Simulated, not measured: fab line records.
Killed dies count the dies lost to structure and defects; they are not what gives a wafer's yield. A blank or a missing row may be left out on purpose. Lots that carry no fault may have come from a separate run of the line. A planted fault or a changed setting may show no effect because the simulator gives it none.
Which tool did it?	flow nand-harc	6 lots with 18 wafers sampled at 4 steps, on a route of 1302 steps

## WHAT THE GAUGES SHOWED, per wafer
NHARC_A_ONON_D1_THK_MEAS_05: measures by ellipsometry.
lot	measured	on	thk-nm (nm)
L843	day 8 02:59	film-metro-02	989 991 991
L845	day 9 01:14	film-metro-02	1018 1017 1019
L847	day 9 20:28	film-metro-01	1010 1008 1008
L849	day 10 10:05	film-metro-01	1001 999 998
L854	day 12 17:49	film-metro-01	1012 1012 1010
L856	day 14 02:10	film-metro-02	1000 1218 1219

## WHAT TOOL EACH LOT RAN ON (gives the tool, then ch and the chambers of the sampled wafers, and finally the start)
lot	NHARC_P_BONDPAD_ACTIVATE_29	NHARC_A_ZERO_WELL_DESCUM_12	NHARC_A_ONON_D1_DEP_03
L843	rie-diel-07 ch 0,2, day 7 03:48	rie-diel-03 ch 0,2,3, day 7 05:14	pecvd-onon-01 ch 0, day 8 02:29
L845	rie-diel-06 ch 0,2, day 8 01:00	rie-diel-12 ch 0,3, day 8 02:28	pecvd-onon-01 ch 0, day 9 00:47
L847	rie-diel-06 ch 1,2, day 8 15:52	rie-diel-12 ch 2,3, day 8 17:09	pecvd-onon-03 ch 0, day 9 20:05
L849	rie-diel-13 ch 2,3, day 9 12:52	rie-diel-12 ch 0,2, day 9 14:10	pecvd-onon-04 ch 0, day 10 09:34
L854	rie-diel-13 ch 1,2,3, day 11 17:59	rie-diel-12 ch 0,2,3, day 11 19:19	pecvd-onon-03 ch 0, day 12 17:26
L856	rie-diel-06 ch 0,1, day 12 21:38	rie-diel-12 ch 0,1,2, day 12 22:56	pecvd-onon-03 ch 0, day 14 01:49
- NHARC_P_BONDPAD_ACTIVATE_29: chemistry N2, time 60 s.
- NHARC_A_ZERO_WELL_DESCUM_12: chemistry O2, time 3 s.
- NHARC_A_ONON_D1_DEP_03: target thk 1000 nm.

## THE ANSWER, worked out from the rows above alone
Rule: the lots themselves supply what counts as usual. The widest of any qualifying gaps counts: lots, ordered by their means at a reading, are off when they make up no more than a third of the lots, leave a main group of 4 or more, and stand apart from it by 3 or more times the standard deviation of that group's means. If all means in a main group match to the digits the tables above print for the reading, that group is not used. Also off: a lot with no number at a reading for which 4 or more lots have one. Where the step has rows for the other lots, those lots are counted as sound.
Off at NHARC_A_ONON_D1_THK_MEAS_05 (thk-nm): L856. The main group: mean 1006 nm, standard deviation 9.7.
If a tool, at a process step before that reading, ran all the lots that are off and no sound lot after the first of them, it fits. The gauges at NHARC_A_ONON_D1_THK_MEAS_05 are tried like those tools. Can't be told from this: 4 tools fit, rie-diel-06 at NHARC_P_BONDPAD_ACTIVATE_29, rie-diel-12 at NHARC_A_ZERO_WELL_DESCUM_12, pecvd-onon-03 at NHARC_A_ONON_D1_DEP_03, film-metro-02 at NHARC_A_ONON_D1_THK_MEAS_05.

## WHAT HAD BEEN PUT IN BY THE SIMULATOR
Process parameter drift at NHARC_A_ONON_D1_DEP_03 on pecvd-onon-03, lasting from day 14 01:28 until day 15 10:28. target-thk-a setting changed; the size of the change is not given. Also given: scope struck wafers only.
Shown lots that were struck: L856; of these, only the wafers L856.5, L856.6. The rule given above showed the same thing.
